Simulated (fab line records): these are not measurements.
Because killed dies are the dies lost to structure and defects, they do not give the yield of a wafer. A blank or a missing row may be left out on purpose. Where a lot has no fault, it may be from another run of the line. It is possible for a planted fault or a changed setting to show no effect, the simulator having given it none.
fab line records ; flow n5-finfet
record: lots: 7; wafers: 39
route steps=1938 shown BEOL_M6@1194 BEOL_M11@1552 BEOL_M13@1694
start-h: start of the lot's first displayed wafer, in hours after the record's first day ; wait-h: hours elapsed since this lot's preceding step ; " unchanged from the row above ; L1.1+2: a single row standing in for several wafers ; - no value present, or no start provided ; * or withheld: withheld ; < > ~ a bound
route shown NAME@n: a module of which the file shows steps, and the number in the route of the first ; usual: mean/standard deviation of fault-free wafers ; same: alike in all rows ; chamber/n: place in a boat ; sites: per-site readings ; _std_site: standard deviation of those values ; _edge_site: mean of outer sites minus mean of inner sites ; radius-mm: for every site, how far away it sits from the centre of the wafer ; mask NAME#n: copy n ; behind: tool/chamber where the wafer was last shaped ; hold: why the lot went on hold/how many hours it stayed there/how the hold came to an end ; device: the transistor (n, p or np) that didn't switch ; end of line: tests of these same wafers at the route's end ; a step without rows: its recipe alone ; killed: not the wafer's yield, but the dies lost to structure and defects at the first sort ; map: a wafer's dies, marking killed ones x, the rest . and places with no die _
set.NAME: the setting that was run; set.NAME@STEP: the one run at that earlier step ; model.NAME: the simulator's own value behind a step, which no gauge read
lots with deliberately changed settings; one table per step, one row per wafer
== steps ==
step: N5_BEOL_M6_ILD_DEP_00
recipe: material: SiCOH_lowk; target-thk-a: 1797.5; temp-c: 300; precursor: DEMS/porogen; pressure-torr: 5; rf-w: 500; time-s: 33.4
lot.wafer;tool;chamber;start-h;wait-h;set.time-s;model.SiCOH_lowk_of_BEOL_M6_ILD_DEP_00.thk-nm
L076.1;pecvd-03;2;185.64;0.0;33.4;176.4
L076.2+3;pecvd-03;0,1;185.64;0.0;33.4;174.6
L076.4;pecvd-03;2;185.64;0.0;33.4;180
L076.5;pecvd-03;0;185.64;0.0;33.4;178.8
L076.6;pecvd-03;1;185.64;0.0;33.4;178.4
L078.1;pecvd-03;2;200.76;0.0;33.4;179.4
L078.2;pecvd-03;0;200.76;0.0;33.4;176.6
L078.3;pecvd-03;1;200.76;0.0;33.4;178
L078.4;pecvd-03;0;200.76;0.0;33.4;179.2
L078.5;pecvd-03;1;200.76;0.0;33.4;181.2
L078.6;pecvd-03;2;200.76;0.0;33.4;180
L081.1;pecvd-04;2;213.43;0.0;33.4;179
L081.2;pecvd-04;0;213.43;0.0;33.4;178.8
L081.3;pecvd-04;1;213.43;0.0;33.4;173.4
L081.4;pecvd-04;2;213.43;0.0;33.4;183.6
L081.5;pecvd-04;0;213.43;0.0;33.4;180.8
L081.6;pecvd-04;1;213.43;0.0;33.4;176.8
L084.1;pecvd-03;1;233.79;0.0;33.4;176.2
L084.2;pecvd-03;2;233.79;0.0;33.4;180.2
L084.3;pecvd-03;0;233.79;0.0;33.4;175
L084.4;pecvd-03;0;233.79;0.0;23.2;124.2
L084.5;pecvd-03;2;233.79;0.0;23.2;129.6
L084.6;pecvd-03;1;233.79;0.0;23.2;126
L089.1;pecvd-01;2;266.16;0.0;46.47;244.2
L089.2;pecvd-01;0;266.16;0.0;46.47;242.2
L089.3;pecvd-01;1;266.16;0.0;33.4;177
L089.4;pecvd-01;1;266.16;0.0;46.47;249.4
L089.5;pecvd-01;0;266.16;0.0;33.4;178.8
L089.6;pecvd-01;2;266.16;0.0;33.4;180
L091.1;pecvd-03;2;284.20;0.0;33.4;177.2
L091.2;pecvd-03;1;284.20;0.0;33.4;172
L091.3;pecvd-03;2;284.20;0.0;33.4;178.8
L091.4+5;pecvd-03;1;284.20;0.0;33.4;174.2
L091.6;pecvd-03;2;284.20;0.0;33.4;178.2
L092.1;pecvd-03;1;303.53;0.0;33.4;175.4
L092.2;pecvd-03;2;303.53;0.0;33.4;180.4
L092.6;pecvd-03;2;303.53;0.0;33.4;181.2
step: N5_BEOL_M6_CURE_74
recipe: temp-c: 385; time-s: 240; ambient: He/Ar; material: SiCOH_lowk
lot.wafer;tool;chamber;start-h;wait-h;set.time-s@BEOL_M6_ILD_DEP_00;model.SiCOH_lowk_of_BEOL_M6_ILD_DEP_00.thk-nm
L076.1;uv-cure-02;0;185.86;0.2;33.4;152
L076.2+3;uv-cure-02;0;185.86;0.2;33.4;150.6
L076.4;uv-cure-02;0;185.86;0.2;33.4;155.2
L076.5;uv-cure-02;0;185.86;0.2;33.4;154.2
L076.6;uv-cure-02;0;185.86;0.2;33.4;153.8
L078.1+4;uv-cure-02;2;200.83;0.0;33.4;154.6
L078.2;uv-cure-02;2;200.83;0.0;33.4;152.4
L078.3;uv-cure-02;2;200.83;0.0;33.4;153.6
L078.5;uv-cure-02;2;200.83;0.0;33.4;156.2
L078.6;uv-cure-02;2;200.83;0.0;33.4;155.2
L081.1;uv-cure-03;2;213.49;0.0;33.4;154.4
L081.2;uv-cure-03;2;213.49;0.0;33.4;154
L081.3;uv-cure-03;2;213.49;0.0;33.4;149.4
L081.4;uv-cure-03;2;213.49;0.0;33.4;158.4
L081.5;uv-cure-03;2;213.49;0.0;33.4;156
L081.6;uv-cure-03;2;213.49;0.0;33.4;152.4
L084.1;uv-cure-03;1;233.85;0.0;33.4;151.8
L084.2;uv-cure-03;1;233.85;0.0;33.4;155.4
L084.3;uv-cure-03;1;233.85;0.0;33.4;150.8
L084.4;uv-cure-03;1;233.85;0.0;23.2;106.8
L084.5;uv-cure-03;1;233.85;0.0;23.2;111.4
L084.6;uv-cure-03;1;233.85;0.0;23.2;108.4
L089.1;uv-cure-02;0;266.49;0.3;46.47;211.4
L089.2;uv-cure-02;0;266.49;0.3;46.47;209.6
L089.3;uv-cure-02;0;266.49;0.3;33.4;152.6
L089.4;uv-cure-02;0;266.49;0.3;46.47;215.8
L089.5;uv-cure-02;0;266.49;0.3;33.4;154.2
L089.6;uv-cure-02;0;266.49;0.3;33.4;155.2
L091.1;uv-cure-01;0;284.29;0.1;33.4;152.8
L091.2;uv-cure-01;0;284.29;0.1;33.4;148.2
L091.3;uv-cure-01;0;284.29;0.1;33.4;154.2
L091.4+5;uv-cure-01;0;284.29;0.1;33.4;150.2
L091.6;uv-cure-01;0;284.29;0.1;33.4;153.6
L092.1;uv-cure-02;0;303.62;0.1;33.4;151.2
L092.2;uv-cure-02;0;303.62;0.1;33.4;155.6
L092.6;uv-cure-02;0;303.62;0.1;33.4;156.2
step: N5_BEOL_M6_THK_MEAS_01
recipe: reads: SiCOH_lowk_of_BEOL_M6_ILD_DEP_00
usual: M6_ILD_THK: 153.3/2.5
lot.wafer;tool;chamber;start-h;wait-h;set.time-s@BEOL_M6_ILD_DEP_00;M6_ILD_THK[nm]
L076.1;film-metro-02;-;186.37;0.4;33.4;152.1
L076.2;film-metro-02;-;186.37;0.4;33.4;150.5
L076.3;film-metro-02;-;186.37;0.4;33.4;150.5
L076.4;film-metro-02;-;186.37;0.4;33.4;155.2
L076.5;film-metro-02;-;186.37;0.4;33.4;154.1
L076.6;film-metro-02;-;186.37;0.4;33.4;153.8
L078.1;film-metro-01;-;201.34;0.4;33.4;154.6
L078.2;film-metro-01;-;201.34;0.4;33.4;152.4
L078.3;film-metro-01;-;201.34;0.4;33.4;153.5
L078.4;film-metro-01;-;201.34;0.4;33.4;154.6
L078.5;film-metro-01;-;201.34;0.4;33.4;156.2
L078.6;film-metro-01;-;201.34;0.4;33.4;155.2
L081.1;film-metro-02;-;214.00;0.4;33.4;154.2
L081.2;film-metro-02;-;214.00;0.4;33.4;154.2
L081.3;film-metro-02;-;214.00;0.4;33.4;149.4
L081.4;film-metro-02;-;214.00;0.4;33.4;158.3
L081.5;film-metro-02;-;214.00;0.4;33.4;156.0
L081.6;film-metro-02;-;214.00;0.4;33.4;152.5
L084.1;film-metro-02;-;234.85;0.8;33.4;151.8
L084.2;film-metro-02;-;234.85;0.8;33.4;155.2
L084.3;film-metro-02;-;234.85;0.8;33.4;150.8
L084.4;film-metro-02;-;234.85;0.8;23.2;106.8
L084.5;film-metro-02;-;234.85;0.8;23.2;111.4
L084.6;film-metro-02;-;234.85;0.8;23.2;108.3
L089.1;film-metro-01;-;267.01;0.4;46.47;211.4
L089.2;film-metro-01;-;267.01;0.4;46.47;209.7
L089.3;film-metro-01;-;267.01;0.4;33.4;152.6
L089.4;film-metro-01;-;267.01;0.4;46.47;216.0
L089.5;film-metro-01;-;267.01;0.4;33.4;154.3
L089.6;film-metro-01;-;267.01;0.4;33.4;155.3
L091.1;film-metro-01;-;284.80;0.4;33.4;152.8
L091.2;film-metro-01;-;284.80;0.4;33.4;148.3
L091.3;film-metro-01;-;284.80;0.4;33.4;154.2
L091.4;film-metro-01;-;284.80;0.4;33.4;150.3
L091.5;film-metro-01;-;284.80;0.4;33.4;150.2
L091.6;film-metro-01;-;284.80;0.4;33.4;153.6
L092.1;film-metro-02;-;304.14;0.4;33.4;151.2
L092.2;film-metro-02;-;304.14;0.4;33.4;155.4
L092.6;film-metro-02;-;304.14;0.4;33.4;156.2
step: N5_BEOL_M11_DESCUM_16
recipe: chemistry: O2; time-s: 7.9; source-power-w: 50; bias-power-w: 20; pressure-mtorr: 20; rf-frequency-hz: 2.712e+07; temp-c: 40; resist: CAR-ArF; o2-flow-sccm: 225
lot.wafer;tool;chamber;start-h;wait-h;set.time-s;model.CAR-ArF_of_BEOL_M11_COAT_05.thk-nm
L076.1;rie-diel-06;3;224.33;0.1;7.9;83
L076.2;rie-diel-06;1;224.33;0.1;7.9;83.2
L076.3;rie-diel-06;2;224.33;0.1;7.9;83.4
L076.4+6;rie-diel-06;0;224.33;0.1;3.31;85.8
L076.5;rie-diel-06;3;224.33;0.1;3.31;86
L078.1;rie-diel-03;2;246.43;0.0;7.9;83.8
L078.2+3;rie-diel-03;1,0;246.43;0.0;7.9;83.4
L078.4+5;rie-diel-03;3,1;246.43;0.0;11.55;81.2
L078.6;rie-diel-03;2;246.43;0.0;11.55;81.4
L081.1;rie-diel-03;2;257.24;0.0;7.9;83.4
L081.2+4;rie-diel-03;1,0;257.24;0.0;7.9;83.2
L081.3+6;rie-diel-03;3,0;257.24;0.0;12.14;80.8
L081.5;rie-diel-03;3;257.24;0.0;12.14;80.6
L084.1+2;rie-diel-06;0,2;282.64;0.2;3.817;86
L084.3;rie-diel-06;3;282.64;0.2;7.9;83.2
L084.4;rie-diel-06;1;282.64;0.2;7.9;83.6
L084.5;rie-diel-06;2;282.64;0.2;7.9;83.4
L084.6;rie-diel-06;3;282.64;0.2;3.817;85.8
L089.1+4+5;rie-diel-03;2,1,3;309.62;0.0;7.9;83.6
L089.2;rie-diel-03;0;309.62;0.0;7.9;83.2
L089.3+6;rie-diel-03;3,0;309.62;0.0;7.9;83.4
L091.1+4;rie-diel-03;2,0;327.49;0.4;7.9;83.6
L091.2+3+6;rie-diel-03;3,1,1;327.49;0.4;7.9;83.2
L091.5;rie-diel-03;0;327.49;0.4;7.9;83.4
L092.1+2;rie-diel-03;0,1;343.86;0.4;7.9;83.4
L092.6;rie-diel-03;2;343.86;0.4;7.9;83.6
step: N5_BEOL_M13_ETCH_68
recipe: chemistry: N2/H2; target: SOC; mask-material: SiARC; source-w: 3000; bias-w: 350; temp-c: 40; time-s: 355; ion-energy-ev: 200; pressure-mtorr: 30; n2-flow-sccm: 200; h2-flow-sccm: 200
lot.wafer;tool;chamber;start-h;wait-h;set.time-s;model.SiARC_of_BEOL_M13_COAT_66.thk-nm
L076.1;rie-diel-01;1;234.41;0.1;355;77
L076.2+4+6;rie-diel-01;0,2,3;234.41;0.1;355;77.6
L076.3;rie-diel-01;3;234.41;0.1;355;77.2
L076.5;rie-diel-01;2;234.41;0.1;355;78
L078.1;rie-diel-01;2;266.18;0.1;414;71.8
L078.2;rie-diel-01;1;266.18;0.1;414;70.4
L078.3;rie-diel-01;3;266.18;0.1;355;76.8
L078.4;rie-diel-01;0;266.18;0.1;355;77.4
L078.5;rie-diel-01;1;266.18;0.1;414;70.8
L078.6;rie-diel-01;0;266.18;0.1;355;77
L081.1;rie-diel-06;2;270.91;0.1;287.7;82.2
L081.2+5;rie-diel-06;1;270.91;0.1;287.7;83
L081.3;rie-diel-06;3;270.91;0.1;355;76.8
L081.4;rie-diel-06;0;270.91;0.1;355;76.4
L081.6;rie-diel-06;0;270.91;0.1;355;77
L084.1;rie-diel-06;2;297.96;0.1;355;75.6
L084.2;rie-diel-06;1;297.96;0.1;247.5;86.4
L084.3;rie-diel-06;3;297.96;0.1;355;76.8
L084.4;rie-diel-06;0;297.96;0.1;355;76.6
L084.5;rie-diel-06;2;297.96;0.1;247.5;85.8
L084.6;rie-diel-06;3;297.96;0.1;247.5;86.8
L089.1+3;rie-diel-06;1,3;326.96;0.1;144.3;96.4
L089.2;rie-diel-06;0;326.96;0.1;355;76.6
L089.4;rie-diel-06;2;326.96;0.1;355;75.8
L089.5;rie-diel-06;1;326.96;0.1;355;76.2
L089.6;rie-diel-06;0;326.96;0.1;144.3;96
L091.1;rie-diel-06;3;341.79;0.1;355;76.8
L091.2;rie-diel-06;0;341.79;0.1;182;93.2
L091.3+5;rie-diel-06;1,0;341.79;0.1;355;77
L091.4;rie-diel-06;2;341.79;0.1;182;93
L091.6;rie-diel-06;3;341.79;0.1;182;93.4
L092.1;rie-diel-06;2;358.35;0.1;355;75.2
L092.2;rie-diel-06;3;358.35;0.1;355;76
L092.6;rie-diel-06;2;358.35;0.1;355;74.6
== key ==
split: step: N5_BEOL_M6_ILD_DEP_00; setting: time-s; stated: 33.4; by: wafer
response: step: N5_BEOL_M6_ILD_DEP_00; reading: model.SiCOH_lowk_of_BEOL_M6_ILD_DEP_00.thk-nm; change: +1.69; per: 1%; r: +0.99
response: step: N5_BEOL_M6_CURE_74; reading: model.SiCOH_lowk_of_BEOL_M6_ILD_DEP_00.thk-nm; change: +1.47; per: 1%; r: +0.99
response: step: N5_BEOL_M6_THK_MEAS_01; reading: M6_ILD_THK; change: +1.47; per: 1%; r: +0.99
split: step: N5_BEOL_M11_DESCUM_16; setting: time-s; stated: 7.9; by: wafer
response: step: N5_BEOL_M11_DESCUM_16; reading: model.CAR-ArF_of_BEOL_M11_COAT_05.thk-nm; change: -0.0476; per: 1%; r: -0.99
split: step: N5_BEOL_M13_ETCH_68; setting: time-s; stated: 355; by: wafer
response: step: N5_BEOL_M13_ETCH_68; reading: model.SiARC_of_BEOL_M13_COAT_66.thk-nm; change: -0.336; per: 1%; r: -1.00
